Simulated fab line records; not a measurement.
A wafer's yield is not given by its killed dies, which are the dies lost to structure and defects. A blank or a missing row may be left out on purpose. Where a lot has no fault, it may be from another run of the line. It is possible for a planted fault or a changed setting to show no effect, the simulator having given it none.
Chamber matching + flow n5_finfet + N5_BEOL_M5_STRIP_36 on rie_diel-02: 4 sister chambers
The step strips in N2/H2. 14 wafers are shown with their chamber, then 7 later ones without.

WAFERS, EACH WITH ITS CHAMBER
| wafer  | chamber | drypump_motor_current_A (A) | throttle_valve_pct (%) | power_w (W) |
|--------|---------|-----------------------------|------------------------|-------------|
| L078.1 | 2       | 6.8                         | 23.9                   | 450.0       |
| L078.3 | 0       | 5.0                         | 23.8                   | 452.3       |
| L078.5 | 2       | 6.7                         | 23.9                   | 449.4       |
| L079.1 | 1       | 6.2                         | 23.9                   | 450.0       |
| L079.2 | 2       | 6.8                         | 23.9                   | 449.1       |
| L079.4 | 3       | 6.5                         | 23.6                   | 449.6       |
| L084.3 | 2       | 6.8                         | 23.9                   | 449.7       |
| L084.4 | 0       | 5.0                         | 23.4                   | 451.7       |
| L084.5 | 1       | 6.2                         | 23.9                   | 448.5       |
| L087.3 | 2       | 6.7                         | 23.9                   | 449.5       |
| L087.4 | 1       | 6.2                         | 23.9                   | 450.9       |
| L087.6 | 1       | 6.2                         | 23.9                   | 450.9       |
| L088.2 | 3       | 6.5                         | 23.6                   | 447.8       |
| L088.3 | 1       | 6.2                         | 23.9                   | 450.1       |

SIGNATURES, as means of the wafers listed above
| reading                 | chamber 0 | chamber 1 | chamber 2 | chamber 3 | scatter within a chamber |
|-------------------------|-----------|-----------|-----------|-----------|--------------------------|
| drypump_motor_current_A | 5.000     | 6.200     | 6.760     | 6.500     | 0.0346                   |
| throttle_valve_pct      | 23.600    | 23.900    | 23.900    | 23.600    | 0.0894                   |
| power_w                 | 452.000   | 450.080   | 449.540   | 448.700   | 0.781                    |
Rule: distance of a wafer from a chamber = root of the sum over the readings of ((wafer's reading minus chamber's mean) / reading's scatter) squared. If the next closest chamber is less than 2 further off than the closest, the wafer can't be placed; otherwise it belongs to the closest. How the scatter is found: for the shown wafers, subtract from each reading the mean of its chamber, square and add these, divide the total by (wafers less chambers), then take the root.

WAFERS WITHOUT THEIR CHAMBER
| wafer  | drypump_motor_current_A (A) | throttle_valve_pct (%) | power_w (W) |
|--------|-----------------------------|------------------------|-------------|
| L088.5 | 6.5                         | 23.6                   | 450.2       |
| L089.1 | 6.1                         | 23.9                   | 449.3       |
| L089.2 | 6.5                         | 23.6                   | 451.6       |
| L089.4 | 6.8                         | 23.9                   | 448.2       |
| L095.1 | 6.2                         | 23.9                   | 449.8       |
| L095.3 | 5.1                         | 23.4                   | 449.6       |
| L095.4 | 6.5                         | 23.6                   | 450.4       |

WHICH CHAMBER EACH ONE RAN IN
| wafer  | from the rows above | in truth |
|--------|---------------------|----------|
| L088.5 | 3                   | 3        |
| L089.1 | 1                   | 1        |
| L089.2 | 3                   | 3        |
| L089.4 | 2                   | 2        |
| L095.1 | 1                   | 1        |
| L095.3 | 0                   | 0        |
| L095.4 | 3                   | 3        |
Placed correctly: 7 of 7. Can't be placed from these rows: 0. Number placed wrongly: 0.
